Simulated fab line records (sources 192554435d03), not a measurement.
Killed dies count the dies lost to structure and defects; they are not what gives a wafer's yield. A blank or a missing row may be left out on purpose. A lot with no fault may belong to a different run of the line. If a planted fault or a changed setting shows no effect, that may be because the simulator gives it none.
Split-lot study -- flow n5-finfet -- on a route of 1938 steps: 7 lots, 21 wafers read

== THE SPLIT ==
At N5_BEOL_M0_CUTY_ETCH_63 (etches SOC in N2/H2, target depth 82.7 nm, overetch 16.5 nm, time 124 s), the setting source-w was moved away from the recipe's 840 W on 7 of the 21 wafers read, by +6.4% to +15.9%. This setting was run at the recipe's value on the other wafers.

The reading comes from the split's own step.

== THE READING ==
rf-vpp-V, in V, at N5_BEOL_M0_CUTY_ETCH_63 (etches SOC in N2/H2, target depth 82.7 nm, overetch 16.5 nm, time 124 s). On this fab line, fault-free wafers typically give 525.1 V with a standard deviation of 2.8 V.

wafer,"tool, chamber at the split","source-w as run, W",against the recipe,"rf-vpp-V, V",against lot-mates on the recipe
L075.1,"rie-diel-01, 1",840,recipe,528.4,-
L075.3,"rie-diel-01, 3",840,recipe,524.5,-
L075.4,"rie-diel-01, 0",840,recipe,523.6,-
L077.1,"rie-diel-04, 3",840,recipe,519.6,-
L077.2,"rie-diel-04, 2",840,recipe,523.1,-
L077.6,"rie-diel-04, 3",931.4,+10.9%,503.1,-18.2
L083.3,"rie-diel-04, 2",840,recipe,525.2,-
L083.4,"rie-diel-04, 3",840,recipe,520.1,-
L083.6,"rie-diel-04, 0",840,recipe,523.7,-
L090.1,"rie-diel-04, 3",894.1,+6.4%,517.7,no lot-mate on the recipe
L090.4,"rie-diel-04, 2",894.1,+6.4%,513.4,no lot-mate on the recipe
L090.5,"rie-diel-04, 0",894.1,+6.4%,511.2,no lot-mate on the recipe
L091.1,"rie-diel-03, 2",840,recipe,519.6,-
L091.4,"rie-diel-03, 3",973.2,+15.9%,499.6,-21.8
L091.5,"rie-diel-03, 0",840,recipe,523.1,-
L094.3,"rie-diel-01, 3",840,recipe,521.9,-
L094.5,"rie-diel-01, 3",840,recipe,523.1,-
L094.6,"rie-diel-01, 0",840,recipe,525.8,-
L095.2,"rie-diel-01, 0",840,recipe,524.1,-
L095.4,"rie-diel-01, 2",966.7,+15.1%,503.9,-20.2
L095.6,"rie-diel-01, 0",966.7,+15.1%,500.2,-23.9

THE FIT
A straight line over all 21 wafers: rf-vpp-V changes by -1.49 V for each +1% of source-w; r = -0.96; the points scatter about the line by 2.6 V.
The same after taking each lot's own level away (the mean of its wafers on the recipe; 18 wafers): -1.46 V for each +1%; r = -0.98; scatter 2 V.
That fit puts the effect of the largest move of source-w on the reading at 23 V.
The span of the lots' own levels, 521.35 to 525.50 V, comes to 1.5 times the standard deviation stated above.
Consequently the slope shifts little with the lot-to-lot level, the two slopes agreeing.
Check: with one of the wafers moved furthest among these (+15.9%) left out of the fit, the line predicts -23.9 V for it against its lot-mates. Against them it came out at -21.8 V.
Tool readings at the split's step, against how far the setting was moved: rf-vpp-V r = -0.96.

== OTHER SPLITS APPLIED TO THESE WAFERS ==
These wafers also went through other splits before the reading. Each is held against what the fit with the lots' levels taken away leaves over:
other split on the same wafers,wafers away from the commonest value,r with rf-vpp-V (lot level and that fit taken away)
N5_BEOL_M0_SAQP_HM_DEP_111 time-s,9,+0.41

== THE WHOLE CHAIN: every reading that the file lists as answering this split, in the file's order ==
step,what it does,reading,change (the file's fit),r (the file's)
N5_BEOL_M0_CUTY_ETCH_63,"etches SOC in N2/H2, target depth 82.7 nm, overetch 16.5 nm, time 124 s",rf-vpp-V,-1.47 V for each +1% of the setting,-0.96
N5_BEOL_M0_ETCH_138,"etches SiCN in CH3F/O2, target depth 12 nm, time 31.6 s","SiO2_of_BEOL_M0_SAQP_SPACER2_ALD_26.thk-nm (the simulator's own value, which no gauge read)",-0.0288 nm for each +1% of the setting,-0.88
N5_BEOL_M0_HM_OPEN_105,"chemistry Cl2/BCl3, target TiN, target depth 12 nm","SiO2_of_BEOL_M0_SAQP_SPACER2_ALD_26.thk-nm (the simulator's own value, which no gauge read)",-0.0341 nm for each +1% of the setting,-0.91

== THE FILE'S OWN FIT ==
rf-vpp-V changes by -1.47 V for each +1% of source-w, r = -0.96.
